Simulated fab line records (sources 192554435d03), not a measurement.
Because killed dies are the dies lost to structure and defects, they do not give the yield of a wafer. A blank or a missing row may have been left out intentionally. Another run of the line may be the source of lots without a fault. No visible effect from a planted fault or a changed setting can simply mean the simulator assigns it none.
Which tool did it? ; flow n5 finfet ; 8 lots with 24 wafers sampled at 3 steps, on a route of 1938 steps

## WHAT EACH GAUGE READ, for each wafer
N5_BEOL_M4_RC_MEAS_101. Usual: DIBL_N 35.8 mV/V, standard deviation 1.8; DIBL_P 35.6 mV/V, standard deviation 2; IOFF_N 0.148 nA/um, standard deviation 0.028; IOFF_P 0.20 nA/um, standard deviation 0.034; ION_N 672 uA/um, standard deviation 12; ION_P 462 uA/um, standard deviation 8.5; SS_N 71.2 mV/dec, standard deviation 0.65; SS_P 73.1 mV/dec, standard deviation 0.67; VT_N 251 mV, standard deviation 3.3; VT_P -251 mV, standard deviation 3.8.
lot;measured;on;DIBL_N (mV/V);DIBL_P (mV/V);IOFF_N (nA/um);IOFF_P (nA/um);ION_N (uA/um);ION_P (uA/um);SS_N (mV/dec);SS_P (mV/dec);VT_N (mV);VT_P (mV);flag
L713;day 9 00:37;prober-01;36.3 36.9 38.3;34.1 34.5 36.7;0.138 0.141 0.175;0.20 0.21 0.24;662 675 677;464 469 468;71.5 70.9 71.1;73.2 73.8 73.7;253 253 247;-248 -248 -248;
L718;day 9 12:13;prober-01;33.9 36.2 36.4;31.6 35.5 35.4;0.107 0.157 0.153;0.17 0.23 0.22;652 682 667;459 474 462;70.5 71.4 71.6;72.6 73.2 73.1;255 250 250;-251 -246 -247;
L719;day 10 02:16;prober-02;34.6 35.9 35.2;34.3 35.7 34.7;0.121 0.136 0.137;0.19 0.21 0.19;663 674 677;457 467 468;70.1 71.3 70.8;73.5 72.8 72.4;253 252 250;-249 -247 -249;
L720;day 10 05:30;prober-01;38.0 34.9 33.6;37.4 34.3 32.3;0.178 0.117 0.105;0.21 0.17 0.14;676 656 661;456 454 450;71.5 71.0 69.8;73.8 73.0 72.1;252 255 255;-254 -252 -256;
L721;day 10 15:32;prober-01;35.1 35.3 34.7;34.7 35.3 34.5;0.135 0.146 0.150;0.18 0.18 0.18;666 673 697;458 456 468;71.8 71.5 70.6;71.9 72.5 72.7;252 249 248;-251 -251 -251;
L728;day 12 03:19;prober-01;38.5 35.8 35.6;39.8 34.5 36.1;0.191 0.137 0.146;0.25 0.17 0.18;679 663 683;463 454 466;72.1 71.6 71.5;73.7 73.0 73.1;248 252 251;-248 -252 -255;
L731;day 13 02:19;prober-01;38.6 37.8 38.0;41.2 39.5 39.9;0.200 0.181 0.183;0.27 0.24 0.25;678 684 682;464 462 472;72.5 71.2 72.0;74.2 73.9 74.1;245 247 250;-247 -249 -247;
L733;day 13 22:43;prober-02;34.5 35.1 35.3;34.1 35.6 35.2;0.145 0.163 0.164;0.19 0.21 0.21;673 687 692;471 470 469;70.7 70.5 70.9;72.4 72.9 72.9;249 246 247;-249 -247 -247;

N5_BEOL_M11_OVL_MEAS_29. Usual: V10_OVL -0.3 nm, standard deviation 0.9.
lot;measured;on;V10_OVL (nm);flag
L713;day 11 07:51;overlay-01;0.7 1.4 0.8;
L718;day 11 19:38;overlay-01;-0.1 -0.7 -1.6;
L719;day 12 16:35;overlay-01;0.0 -0.6 0.0;
L720;day 12 16:46;overlay-02;-1.0 -0.4 0.0;
L721;day 13 00:46;overlay-02;-1.6 -1.0 -1.5;
L728;day 14 13:28;overlay-01;-1.5 -0.1 -0.2;
L731;day 15 06:14;overlay-01;0.1 0.4 0.0;
L733;day 16 06:20;overlay-02;-1.9 -1.6 -1.1;

## TOOL THAT RAN EACH LOT (tool first, then ch and the chambers of the sampled wafers, then the start)
lot;N5_BEOL_M11_ETCH_62
L713;rie diel-02 ch 1,2,3, day 11 07:05
L718;rie diel-02 ch 0,1, day 11 18:58
L719;rie diel-01 ch 0,1,3, day 12 14:40
L720;rie diel-02 ch 0,2,3, day 12 14:51
L721;rie diel-02 ch 0,1,3, day 12 23:57
L728;rie diel-02 ch 0,3, day 14 09:36
L731;rie diel-02 ch 0,2,3, day 15 05:22
L733;rie diel-01 ch 0,3, day 16 04:16
- N5_BEOL_M11_ETCH_62: etches SOC in N2/H2, target depth 110 nm, overetch 22 nm, time 165 s.

## AS READ BY THE TOOLS THEMSELVES (means over the sampled wafers that have a number; for cases with no such wafer, the mark the record gives instead)
N5_BEOL_M11_ETCH_62. Usual: for bias w, 150.0 W with a standard deviation of 0.44; for chamber pressure mTorr, 30.001 mTorr with a standard deviation of 0.027; for drypump motor current A, 5.5 A with a standard deviation of 0.46; for oes product au, 0.68 a.u. with a standard deviation of 0.08; for rf vpp V, 524.2 V with a standard deviation of 2.3; for showerhead plenum p Torr, 2.56 Torr with a standard deviation of 0.077; for throttle valve pct, 17.74 % with a standard deviation of 0.28.
lot;tool;bias w (W);chamber pressure mTorr (mTorr);drypump motor current A (A);oes product au (a.u.);rf vpp V (V);showerhead plenum p Torr (Torr);throttle valve pct (%);flag
L713;rie diel-02;149.8;30.011;5.2;0.63;524.0;2.54;17.87;
L718;rie diel-02;150.0;29.983;5.9;0.66;525.8;2.61;17.66;
L719;rie diel-01;150.1;30.024;5.7;0.67;525.0;2.58;17.56;
L720;rie diel-02;149.7;29.998;5.6;0.68;523.4;2.53;17.73;
L721;rie diel-02;150.1;29.983;5.7;0.69;524.1;2.56;17.73;
L728;rie diel-02;150.5;30.007;6.0;0.72;524.0;2.56;17.59;
L731;rie diel-02;149.5;29.982;5.5;0.75;524.0;2.52;17.63;
L733;rie diel-01;150.3;30.014;5.6;0.59;526.3;2.61;17.81;

## THE ANSWER, worked out from the rows above alone
Rule: a lot counts as off when the mean over its wafers that have a number is more than 3 standard deviations away from the usual mean. A lot without any number at a reading at which 4 lots or more have one is off too. All remaining lots with rows at the step are treated as sound. After the gauges, taken in route order, come the tools' own readings; for these a lot's mean is taken, as printed above. At the first step where some lot is off, the reading lying furthest off is the one used; lots without a number count as furthest.
No lot is off on any of the readings shown, so nothing can be concluded from this.

## WHAT WAS PUT IN BY THE SIMULATOR
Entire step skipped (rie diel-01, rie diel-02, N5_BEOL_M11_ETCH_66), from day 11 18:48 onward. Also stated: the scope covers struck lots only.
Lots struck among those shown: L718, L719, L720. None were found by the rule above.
